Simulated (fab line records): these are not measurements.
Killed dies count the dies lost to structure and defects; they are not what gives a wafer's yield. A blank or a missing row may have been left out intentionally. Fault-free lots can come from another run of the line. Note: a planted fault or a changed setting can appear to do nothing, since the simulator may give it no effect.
fab line records	flow nandHarc
[record] lots = 12	wafers = 36	lastDay = 34
route steps=1302 shown A_ONON_D2@554 A_CHANNEL_HOLE_D2@571 END@1302
lots that met no fault: from a run of the same line without faults
startH: start of the lot's first displayed wafer, in hours after the record's first day	waitH: hours from the lot's prior step to this one	" identical to the entry in the row above	L1.1+2: one row covering several wafers at once	- either no value or no given start	* or withheld: withheld	< > ~ a bound
route shown NAME@n: names a module that has steps shown in the file, with the first one's number in the route	usual: mean/standard deviation taken from wafers without a fault	same: alike in all rows	chamber/n: place in a boat	sites: each site's reading	_std_site: how widely they spread, as a standard deviation	_edge_site: the outer-site mean with the inner-site mean subtracted	radiusMm: for every site, how far away it sits from the centre of the wafer	mask NAME#n: copy n	behind: the most recent tool/chamber to have shaped the wafer	hold: why the lot went on hold/how many hours it stayed there/how the hold came to an end	device: the n, p or np transistor that did not switch	end of line: tests of these same wafers at the route's end	where a step has no rows: the recipe by itself	killed: count of dies lost to structure and defects at first sort (not the wafer's yield)	map: dies across one wafer; x = killed, . = not, _ = none there
set.NAME: the run value of the setting; set.NAME@STEP: its run value at that earlier step	model.NAME: the simulator's own value behind a step, which no gauge read
a sample of lots followed through the steps of the route, with each step as a table and each wafer as a row
services: a tool's chamber out of use, with start hour (startH, from the record's first day; less than 0 if before it), hours out, and reason
[[steps]]
[step NHARC_A_ONON_D2_THK_MEAS_14]
[recipe] thkMeasGauge = ellipsometry
[usual] thkNm = 1002/9.8
lot.wafer	tool	chamber	startH	waitH	thkNm
L200.1	filmMetro-01	-	292.24	-	1015
L200.4	"	-	"	"	1014
L200.6	"	-	"	"	1013
L203.4	filmMetro-01	-	298.06	-	998
L203.5	"	-	"	"	1002
L203.6	"	-	"	"	1000
L202.1	filmMetro-02	-	298.11	-	996
L202.2	"	-	"	"	996
L202.5	"	-	"	"	997
L205.2	filmMetro-02	-	323.42	-	1003
L205.4	"	-	"	"	1002
L205.5	"	-	"	"	1002
L208.1	filmMetro-01	-	359.90	-	1006
L208.2	"	-	"	"	1004
L208.4	"	-	"	"	1005
L210.2	filmMetro-01	-	379.81	-	1010
L210.3	"	-	"	"	1009
L210.6	"	-	"	"	1011
L217.1	filmMetro-01	-	454.81	-	1018
L217.2	"	-	"	"	1020
L217.3	"	-	"	"	1020
L218.1	filmMetro-01	-	454.98	-	1007
L218.3	"	-	"	"	1005
L218.4	"	-	"	"	1005
L219.1	filmMetro-02	-	472.79	-	973
L219.2	"	-	"	"	973
L219.4	"	-	"	"	974
L221.3	filmMetro-02	-	499.64	-	996
L221.4	"	-	"	"	995
L221.6	"	-	"	"	995
L223.2	filmMetro-01	-	499.77	-	997
L223.5	"	-	"	"	997
L223.6	"	-	"	"	997
L222.1	filmMetro-01	-	505.63	-	1000
L222.2	"	-	"	"	1000
L222.6	"	-	"	"	1002
[step NHARC_A_CHANNEL_HOLE_D2_DEP_01]
[recipe] targetThkA = 1400	targetThkNm = 140	tempC = 400	pressureTorr = 3.5	flowSccm = 200	rfW = 350	material = SiON
[usual] heaterPowerW = 742/100	susceptorTempC = 399.97/0.21
lot.wafer	tool	chamber	startH	waitH	heaterPowerW	susceptorTempC
L200.1	pecvd-02	0	307.29	1.6	586	399.82
L200.4	"	0	"	"	591	399.87
L200.6	"	1	"	"	817	399.58
L202.2	pecvd-03	2	313.46	1.3	813	399.88
L202.1	"	0	"	"	610	399.88
L202.5	"	0	"	"	640	400.10
L203.4	pecvd-02	0	315.44	0.7	614	400.12
L203.6	"	1	"	"	818	400.57
L203.5	"	2	"	"	748	400.13
L205.2	pecvd-02	2	337.04	1.3	707	399.66
L205.4	"	1	"	"	808	400.24
L205.5	"	0	"	"	626	399.62
L208.2	pecvd-01	2	379.92	1.3	811	400.08
L208.1	"	0	"	"	876	400.18
L208.4	"	1	"	"	769	400.09
L210.2	pecvd-03	0	396.10	1.4	638	399.81
L210.3	"	1	"	"	701	400.06
L210.6	"	1	"	"	697	399.85
L217.1	pecvd-02	0	474.04	1.6	658	400.26
L217.2	"	1	"	"	803	400.19
L217.3	"	1	"	"	792	399.89
L218.3	pecvd-01	1	474.68	1.0	686	400.02
L218.1	"	2	"	"	843	400.18
L218.4	"	2	"	"	692	400.00
L219.1	pecvd-03	1	486.60	1.7	702	399.90
L219.2	"	2	"	"	903	400.14
L219.4	"	0	"	"	573	400.13
L221.3	pecvd-02	1	513.47	1.1	783	399.99
L221.4	"	0	"	"	582	400.44
L221.6	"	1	"	"	805	399.55
L223.2	pecvd-03	1	513.88	1.3	742	400.09
L223.5	"	0	"	"	576	400.01
L223.6	"	1	"	"	753	400.05
L222.1	pecvd-02	0	518.19	1.6	636	399.80
L222.2	"	1	"	"	869	400.15
L222.6	"	1	"	"	852	400.03
[step NHARC_A_CHANNEL_HOLE_D2_ETCH_22]
[recipe] biasV = 3000	sourceW = withheld	pressureMtorr = 20	timeS = 666.7	arFlowSccm = 375	c4f8FlowSccm = 89.3	o2FlowSccm = 35.7	tempC = -20	targetDepthA = 16000	chemistry = C4F8/O2/Ar
[usual] drypumpMotorCurrentA = 5.74/0.15	showerheadPlenumPTorr = 3.65/0.15	throttleValvePct = 32.154/0.0091
lot.wafer	tool	chamber	startH	waitH	drypumpMotorCurrentA	rfHoursCounterH	showerheadPlenumPTorr	throttleValvePct
L200.1	harEtch-01	1	310.63	0.4	5.62	162	3.63	32.150
L200.4	"	0	"	"	5.58	-	3.52	32.164
L200.6	"	1	"	"	5.61	-	3.63	32.138
L202.2	harEtch-02	0	316.62	0.4	5.80	364	3.47	32.150
L202.1	"	1	"	"	5.96	379	3.72	32.144
L202.5	"	0	"	"	5.75	-	3.47	32.157
L203.4	harEtch-01	0	318.36	0.4	5.59	-	3.52	32.143
L203.5	"	0	"	"	5.59	-	3.52	32.173
L203.6	"	1	"	"	5.60	-	3.63	32.162
L205.2	harEtch-01	0	343.96	0.4	5.58	180	3.51	32.145
L205.4	"	0	"	"	5.58	-	3.51	32.169
L205.5	"	1	"	"	5.59	-	3.62	32.136
L208.2	harEtch-01	0	382.72	0.4	5.59	200	3.50	32.157
L208.1	"	1	"	"	5.58	200	3.61	32.170
L208.4	"	0	"	"	5.58	-	3.50	32.135
L210.2	harEtch-01	0	402.94	0.4	5.59	219	3.49	32.150
L210.3	"	0	"	"	5.59	-	3.49	32.151
L210.6	"	1	"	"	5.60	-	3.60	32.141
L217.1	harEtch-02	1	479.53	0.4	5.94	46	3.67	32.157
L217.2	"	0	"	"	5.78	46	3.91	32.172
L217.3	"	1	"	"	5.97	-	3.67	32.149
L218.1	harEtch-01	1	483.11	0.4	5.62	261	3.58	32.155
L218.3	"	1	"	"	5.62	-	3.58	32.165
L218.4	"	0	"	"	5.57	-	3.47	32.154
L219.1	harEtch-02	1	491.70	0.4	5.97	58	3.67	32.165
L219.2	"	0	"	"	5.82	58	3.90	32.147
L219.4	"	1	"	"	5.96	-	3.67	32.168
L221.3	harEtch-02	1	516.61	0.4	5.97	-	3.66	32.150
L221.4	"	0	"	"	5.76	-	3.89	32.159
L221.6	"	0	"	"	5.76	-	3.89	32.159
L223.2	harEtch-01	0	517.94	0.4	5.58	287	3.45	32.152
L223.6	"	1	"	"	5.60	-	3.56	32.139
L223.5	"	0	"	"	5.59	-	3.45	32.154
L222.2	harEtch-01	0	521.98	0.4	5.59	291	3.45	32.145
L222.1	"	1	"	"	5.60	291	3.56	32.171
L222.6	"	0	"	"	5.59	-	3.45	32.161
[step NHARC_A_CHANNEL_HOLE_D2_ETCH_24]
[recipe] biasV = 5000	sourceW = withheld	pressureMtorr = 20	timeS = 906.2	arFlowSccm = 375	c4f8FlowSccm = 93.8	o2FlowSccm = 31.2	tempC = -20	targetDepthA = 15000	chemistry = C4F8/O2/Ar
[usual] drypumpMotorCurrentA = 5.74/0.15	showerheadPlenumPTorr = 3.64/0.15	throttleValvePct = 32.236/0.0098
lot.wafer	tool	chamber	startH	waitH	drypumpMotorCurrentA	rfHoursCounterH	showerheadPlenumPTorr	throttleValvePct
L200.1	harEtch-01	1	311.88	0.6	5.60	163	3.63	32.260
L200.4	"	0	"	"	5.57	-	3.51	32.226
L200.6	"	1	"	"	5.60	-	3.63	32.226
L202.2	harEtch-02	0	317.88	0.6	5.78	365	3.47	32.235
L202.1	"	1	"	"	5.94	380	3.72	32.241
L202.5	"	0	"	"	5.79	-	3.47	32.236
L203.4	harEtch-01	0	319.69	0.6	5.59	-	3.51	32.223
L203.5	"	0	"	"	5.59	-	3.51	32.244
L203.6	"	1	"	"	5.61	-	3.62	32.236
L205.2	harEtch-01	0	345.26	0.6	5.59	182	3.50	32.243
L205.4	"	0	"	"	5.59	-	3.50	32.230
L205.5	"	1	"	"	5.57	-	3.62	32.235
L208.2	harEtch-01	0	383.99	0.6	5.58	201	3.49	32.248
L208.1	"	1	"	"	5.59	201	3.61	32.240
L208.4	"	0	"	"	5.59	-	3.49	32.245
L210.2	harEtch-01	0	404.20	0.6	5.58	220	3.48	32.223
L210.3	"	0	"	"	5.58	-	3.48	32.224
L210.6	"	1	"	"	5.61	-	3.60	32.242
L217.1	harEtch-02	1	480.79	0.6	5.98	48	3.67	32.229
L217.2	"	0	"	"	5.77	48	3.90	32.238
L217.3	"	1	"	"	5.97	-	3.67	32.237
L218.1	harEtch-01	1	484.38	0.6	5.58	262	3.57	32.252
L218.3	"	1	"	"	5.59	-	3.57	32.244
L218.4	"	0	"	"	5.58	-	3.46	32.255
L219.1	harEtch-02	1	492.97	0.6	5.94	59	3.66	32.218
L219.2	"	0	"	"	5.80	59	3.89	32.257
L219.4	"	1	"	"	5.95	-	3.66	32.248
L221.3	harEtch-02	1	517.94	0.6	5.93	-	3.66	32.225
L221.4	"	0	"	"	5.81	-	3.89	32.244
L221.6	"	0	"	"	5.79	-	3.89	32.222
L223.2	harEtch-01	0	519.24	0.6	5.59	289	3.45	32.225
L223.6	"	1	"	"	5.59	-	3.56	32.238
L223.5	"	0	"	"	5.59	-	3.45	32.233
L222.2	harEtch-01	0	523.24	0.6	5.58	292	3.45	32.229
L222.1	"	1	"	"	5.61	292	3.56	32.215
L222.6	"	0	"	"	5.59	-	3.45	32.240
[step NHARC_A_CHANNEL_HOLE_D2_INSPECT_40]
[usual] rawDefectCount = 281/100
lot.wafer	tool	chamber	startH	waitH	hold	rawDefectCount
L200.1	defectInspect-02	-	315.56	-	-	174
L200.4	"	-	"	"	-	271
L200.6	"	-	"	"	-	252
L202.1	defectInspect-02	-	321.46	-	-	446
L202.2	"	-	"	"	-	326
L202.5	"	-	"	"	-	387
L203.4	defectInspect-02	-	323.04	-	-	385
L203.5	"	-	"	"	-	314
L203.6	"	-	"	"	-	574
L205.2	defectInspect-01	-	348.71	-	-	297
L205.4	"	-	"	"	-	255
L205.5	"	-	"	"	-	447
L208.1	defectInspect-02	-	387.56	-	awaitDispo/0.2h/release	1641
L208.2	"	-	"	"	awaitDispo/0.2h/release	1715
L208.4	"	-	"	"	awaitDispo/0.2h/release	1720
L208.1	defectInspect-02	-	387.73	0.2	-	1646
L208.2	"	-	"	"	-	1690
L208.4	"	-	"	"	-	1721
L210.2	defectInspect-01	-	407.76	-	awaitDispo/0.2h/release	1603
L210.3	"	-	"	"	awaitDispo/0.2h/release	1565
L210.6	"	-	"	"	awaitDispo/0.2h/release	1636
L210.2	defectInspect-01	-	407.94	0.2	-	1620
L210.3	"	-	"	"	-	1557
L210.6	"	-	"	"	-	1631
L217.1	defectInspect-02	-	484.38	-	-	192
L217.2	"	-	"	"	-	210
L217.3	"	-	"	"	-	322
L218.1	defectInspect-01	-	487.95	-	-	221
L218.3	"	-	"	"	-	285
L218.4	"	-	"	"	-	229
L219.1	defectInspect-02	-	496.56	-	-	316
L219.2	"	-	"	"	-	199
L219.4	"	-	"	"	-	181
L221.3	defectInspect-02	-	521.27	-	-	220
L221.4	"	-	"	"	-	152
L221.6	"	-	"	"	-	170
L223.2	defectInspect-01	-	522.66	-	-	231
L223.5	"	-	"	"	-	436
L223.6	"	-	"	"	-	371
L222.1	defectInspect-01	-	526.90	-	-	530
L222.2	"	-	"	"	-	619
L222.6	"	-	"	"	-	402
[step NHARC_END_SORT_01]
[recipe] tempC = 25
[usual] killedAtArray = 57/18	killedAtOther = 0.8/1	killedAtPeriphery = 3.9/2.8	killedDies = 62/18	killedOpen = 3.4/1.8	killedShort = 2.2/1.6
[same] grossDies = 677
lot.wafer	tool	chamber	startH	waitH	killedAtArray	killedAtOther	killedAtPeriphery	killedDies	killedOpen	killedShort
L208.1	prober-02	0	653.85	2.5	131	0	7	138	3	1
L208.2	prober-02	0	654.64	2.8	99	0	5	104	3	1
L208.4	prober-02	0	656.21	3.4	109	0	3	112	4	4
L210.2	prober-01	0	719.47	2.8	109	0	2	111	0	2
L210.3	prober-01	0	720.27	3.1	96	1	1	98	1	2
L210.6	prober-01	0	722.67	4.0	128	3	1	132	1	2
// killed by level:class
L208.1 A_CHANNEL_HOLE_D2:unspecified=92 A_CHANNEL_HOLE_D1:chamberFilmFlake=28 A_CHANNEL_HOLE_D2:chamberFilmFlake=5 P_M2:chamberFilmFlake=4 A_CONTACT:chamberFilmFlake=2 P_GATE:geometricParticle:open=1 A_ONON_D2:geometricParticle:short=1 A_SGD_CUT:geometricParticle:open=1
L208.2 A_CHANNEL_HOLE_D2:unspecified=55 A_CHANNEL_HOLE_D1:chamberFilmFlake=28 A_CHANNEL_HOLE_D2:chamberFilmFlake=6 P_M2:chamberFilmFlake=4 A_CHANNEL_FILL_D1:geometricParticle:open=2 A_CONTACT:chamberFilmFlake=2 A_CHANNEL_HOLE_D2:geometricParticle:open=1 A_WL_FILL:geometricParticle:short=1
L208.4 A_CHANNEL_HOLE_D2:unspecified=61 A_CHANNEL_HOLE_D1:chamberFilmFlake=28 A_CHANNEL_HOLE_D2:chamberFilmFlake=8 A_SLIT:chamberFilmFlake=3 A_DECK1_JOINT:geometricParticle:short=2 A_CONTACT:chamberFilmFlake=2 P_M0:geometricParticle:open=1 P_M1:geometricParticle:short=1
L210.2 A_CHANNEL_HOLE_D2:unspecified=66 A_CHANNEL_HOLE_D1:chamberFilmFlake=32 A_CONTACT:chamberFilmFlake=7 A_CHANNEL_FILL_D1:geometricParticle:short=1 A_WL_FILL:geometricParticle:short=1 P_ZERO_WELL:chamberFilmFlake=1 P_STI:chamberFilmFlake=1 A_STAIRCASE:chamberFilmFlake=1
L210.3 A_CHANNEL_HOLE_D2:unspecified=55 A_CHANNEL_HOLE_D1:chamberFilmFlake=31 A_CONTACT:chamberFilmFlake=3 A_WL_FILL:chamberFilmFlake=2 A_CHANNEL_FILL_D1:geometricParticle:short=1 A_WL_FILL:geometricParticle:short=1 A_CONTACT:geometricParticle:open=1 P_GATE:chamberFilmFlake=1
L210.6 A_CHANNEL_HOLE_D2:unspecified=87 A_CHANNEL_HOLE_D1:chamberFilmFlake=30 A_WL_FILL:chamberFilmFlake=3 A_CONTACT:chamberFilmFlake=3 THIN_TSV:chamberFilmFlake=3 P_M2:geometricParticle:short=1 A_DECK1_JOINT:geometricParticle:open=1 A_CHANNEL_FILL_D2:geometricParticle:short=1
[[services]]
tool	chamber	startH	hours	kind
pecvd-01	-	308.66	0.9	repair
pecvd-01	-	311.45	13.0	pm
pecvd-02	-	337.71	0.2	repair
pecvd-01	2	344.35	11.9	repair
pecvd-03	-	366.37	13.0	pm
harEtch-02	-	377.00	17.0	pm
harEtch-02	0	377.00	17.0	ventCycle
harEtch-02	1	377.00	17.0	ventCycle
pecvd-02	2	384.12	186.0	repair
harEtch-02	0	394.00	-	clean
harEtch-02	0	394.00	-	consumableReplace:focusRing
harEtch-02	0	394.00	-	consumableReplace:showerhead
harEtch-02	1	394.00	-	clean
harEtch-02	1	394.00	-	consumableReplace:esc
harEtch-02	1	394.00	-	consumableReplace:focusRing
pecvd-02	-	408.37	13.0	pm
pecvd-02	0	408.37	13.0	ventCycle
pecvd-02	1	408.37	13.0	ventCycle
pecvd-02	0	421.37	-	clean
pecvd-02	1	421.37	-	clean
harEtch-02	-	441.44	0.3	repair
pecvd-01	-	492.45	13.0	pm
pecvd-02	-	510.94	0.2	repair
pecvd-03	-	513.30	0.4	repair
[[key]]
[firstSign] step = NHARC_A_CHANNEL_HOLE_D2_INSPECT_40	reading = visit	direction = added
[effect] step = NHARC_A_CHANNEL_HOLE_D2_INSPECT_40	reading = rawDefectCount	direction = up	sigmas = 13	usual = 281	struck = 1647
[effect] step = NHARC_END_SORT_01	reading = killedAtArray	direction = up	sigmas = 3	usual = 57	struck = 112	wafersMoved = 5
[moreKillsBornAt] NHARC_A_CHANNEL_HOLE_D2_ETCH_22@harEtch-01 = 337
metAt NHARC_A_CHANNEL_HOLE_D2_ETCH_22
struckLots L208,L210
testerLeftOut L208,L210
notActingAt NHARC_A_ONON_D2_THK_MEAS_14,NHARC_A_CHANNEL_HOLE_D2_DEP_01,NHARC_A_CHANNEL_HOLE_D2_ETCH_24
onsetBetween 343.96 382.72
[fault] kind = chamberParticleSource	tool = harEtch-01	chamber = -	onsetH = 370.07	steps = NHARC_A_CHANNEL_HOLE_D2_ETCH_22	ratePerVisitCm2 = 2.06	endH = 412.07
// testerLeftOut: of these lots the tester's yield and bins aren't shown, on N5 and GAA mostly nor the transistor test; their killed dies are dies lost to structure and defects alone, not to doping, threshold or leakage, so they don't give the yield
